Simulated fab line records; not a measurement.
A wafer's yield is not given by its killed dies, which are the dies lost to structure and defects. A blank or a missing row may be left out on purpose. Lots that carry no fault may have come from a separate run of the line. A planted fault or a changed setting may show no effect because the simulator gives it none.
Matching of chambers -- flow n5-finfet -- 4 sister chambers for N5_BEOL_M6_VIA_ETCH_34 on rie-diel-06
The step etches SiCOH lowk in C4F6/O2, target depth 126.3 nm, time 50.9 s. 14 wafers are shown with their chamber, then 7 later ones without.

WAFERS, EACH WITH ITS CHAMBER
wafer,chamber,drypump-motor-current-A (A),rf-vpp-V (V),showerhead-plenum-p-Torr (Torr)
L074.4,3,6.6,666,2.88
L074.5,2,5.4,666,2.77
L074.6,3,6.6,666,2.88
L078.2,0,6.2,654,2.80
L078.5,3,6.6,665,2.88
L078.6,0,6.2,653,2.80
L085.1,3,6.6,667,2.87
L085.2,1,4.8,687,2.71
L085.6,1,4.9,688,2.71
L084.2,1,4.8,688,2.71
L084.4,2,5.4,666,2.76
L084.6,1,4.8,687,2.71
L092.1,1,4.8,687,2.71
L092.2,0,6.2,655,2.78

SIGNATURES, as means of the wafers listed above
reading,chamber 0,chamber 1,chamber 2,chamber 3,scatter within a chamber
drypump-motor-current-A,6.200,4.820,5.400,6.600,0.0283
rf-vpp-V,654.00,687.40,666.00,666.00,0.721
showerhead-plenum-p-Torr,2.7933,2.7100,2.7650,2.8775,0.00626
Rule: a wafer lies at a distance from a chamber equal to the root of the sum of squares, over the readings, of (its reading less the chamber's mean, divided by the reading's scatter). The wafer belongs to the nearest chamber; if the next one is less than 2 further off, it can't be placed. The scatter: the root of (the sum of the squares of (reading less its chamber's mean) over the shown wafers, divided by (wafers less chambers)).

WAFERS MISSING THEIR CHAMBER
wafer,drypump-motor-current-A (A),rf-vpp-V (V),showerhead-plenum-p-Torr (Torr)
L092.3,5.4,664,2.75
L097.2,4.8,686,2.70
L097.4,5.4,664,2.75
L097.5,6.6,668,2.86
L095.2,4.8,686,2.70
L095.3,6.6,666,2.86
L095.4,5.4,665,2.75

CHAMBER TAKEN BY EACH
wafer,from the rows above,in truth
L092.3,2,2
L097.2,1,1
L097.4,2,2
L097.5,3,3
L095.2,1,1
L095.3,3,3
L095.4,2,2
Placed correctly: 7 of 7. From these rows, 0 cannot be placed. Wrongly placed: 0.
